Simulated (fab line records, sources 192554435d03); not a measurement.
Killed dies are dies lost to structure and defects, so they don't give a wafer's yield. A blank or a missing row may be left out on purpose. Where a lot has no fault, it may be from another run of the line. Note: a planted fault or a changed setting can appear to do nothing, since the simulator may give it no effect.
Problem report in the 8D (eight disciplines) form, filled by code + flow n5Finfet + the parts of the form that need people (team, actions taken, sign-off) are left out

## 1. THE ISSUE
At N5_BEOL_M10_COAT_63, spinSpeedRpm averages 1292.6 rpm over 6 wafers from 2 lots, while fault-free wafers read 1500.1 rpm, standard deviation 1.2. That is -99 or more standard deviations from the usual mean.
The step: time 60 s, resist thk 100 nm.
Earliest sighting: wafer L572.1 on lithoTrack-05 at day 10 14:29. Wafers with a number at this step in the record: 33, from 11 lots. The rule behind "out" and "out of limits": a value lying over 4 standard deviations away from the usual mean. Any other wafer with a number is counted as sound.

## 2. WHAT IT IS, AND WHAT IT ISN'T
| question                    | is                     | is not                                                                                                  |
|-----------------------------|------------------------|---------------------------------------------------------------------------------------------------------|
| which readings at this step | spinSpeedRpm           | chillPlateTempC, plateTempC                                                                             |
| which lots                  | L572, L573             | L569, L571, L576, L583, L584, L585, L586, L587, L591                                                    |
| which wafers of those lots  | all that have a number | -                                                                                                       |
| read on which tools         | lithoTrack-05          | lithoTrack-01, lithoTrack-02                                                                            |
| when                        | from day 10 14:29      | up to then (6 sound wafers); but 21 sound wafers of L576, L583, L584, L585, L586, L587, L591 came after |

## 3. THE SUSPECTS, EACH WITH WHAT RULES IT OUT
Counting: a tool stays on the suspect list if, at a process step up to the reading, it processed all lots that are out and no sound lot following the first of them.
- lithoTrack-05 at N5_BEOL_M10_COAT_63 (time 60 s, resist thk 100 nm): ruled out as a lasting fault. After its first lot that is out, L572 (day 10 14:29), sound lots L583, L585, L587, L591 ran on it.
Left after counting: nothing in the record.

## 4. THE CAUSE (what the simulator had put in)
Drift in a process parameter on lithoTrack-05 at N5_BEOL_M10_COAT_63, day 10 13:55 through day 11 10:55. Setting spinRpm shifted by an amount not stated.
Counting ruled it out, wrongly.

## 5. SEQUENCE OF EFFECTS, ordered by route
Rows list readings where the struck wafers' mean (over those with a number) sits beyond 3 standard deviations from the usual. Scope: only readings with a usual standard deviation given in the record; hours: median across lots of the time from each lot's start at the first step in this table that gives one to its start at this step; sigmas: change in usual standard deviations.
| hours | step                | reading      | usual      | on struck wafers | change | sigmas      |
|-------|---------------------|--------------|------------|------------------|--------|-------------|
| 0     | N5_BEOL_M10_COAT_63 | spinSpeedRpm | 1500.1 rpm | 1292.6           | -207.5 | -99 or more |
Here are the process steps it includes:
- N5_BEOL_M10_COAT_63: time 60 s, resist thk 100 nm.
Later steps that measure or inspect, where all struck wafers having a row at the step show a number for every such reading and not one has moved that far: N5_BEOL_M10_CD_MEAS_28.

## 6. HOW IT WOULD HAVE BEEN CAUGHT EARLIER
In this record the first reading out of limits was taken at day 10 14:29, 1 hour after the fault began at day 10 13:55.
